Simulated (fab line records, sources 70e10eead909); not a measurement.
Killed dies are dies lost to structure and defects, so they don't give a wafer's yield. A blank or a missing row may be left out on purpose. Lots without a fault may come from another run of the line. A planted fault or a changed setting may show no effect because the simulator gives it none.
Chamber matching | flow nand_harc | NHARC_A_CONTACT_DEP_85 on pecvd-02: 3 sister chambers
The step deposits SiON, target thk 50 nm. 6 wafers are shown with their chamber, then 7 later ones without.

WAFERS WITH THEIR CHAMBER
wafer  | chamber | showerhead_vpp_V (V) | heater_power_w (W)
L936.5 | 0       | 1226                 | 554
L938.1 | 0       | 1225                 | 614
L938.3 | 1       | 1081                 | 721
L938.4 | 2       | 1196                 | 688
L939.1 | 2       | 1201                 | 674
L939.2 | 1       | 1084                 | 665

WAFERS WITHOUT THEIR CHAMBER
wafer  | showerhead_vpp_V (V) | heater_power_w (W)
L939.5 | 1100                 | 672
L940.1 | 1209                 | 737
L940.3 | 1221                 | 653
L940.4 | 1104                 | 683
L943.1 | 1095                 | 727
L943.2 | 1219                 | 683
L943.6 | 1097                 | 721

WHICH CHAMBER EACH WENT THROUGH
wafer  | from the rows above | in truth
L939.5 | 1                   | 1
L940.1 | 2                   | 2
L940.3 | 0                   | 0
L940.4 | 1                   | 1
L943.1 | 1                   | 1
L943.2 | 0                   | 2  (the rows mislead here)
L943.6 | 1                   | 1
Placed correctly: 6 of 7. Can't be placed from these rows: 0. Placed wrongly: 1.
How it was worked out, from the rows above alone: a wafer's distance from a chamber is the root of the sum, over the readings, of the square of ((its reading less the chamber's mean) divided by the reading's scatter). The wafer belongs to the nearest chamber; if the next one is less than 2 further off, it can't be placed. A chamber's mean is the mean of its shown wafers. The scatter: the root of (the sum of the squares of (reading less its chamber's mean) over the shown wafers, divided by (wafers less chambers)).
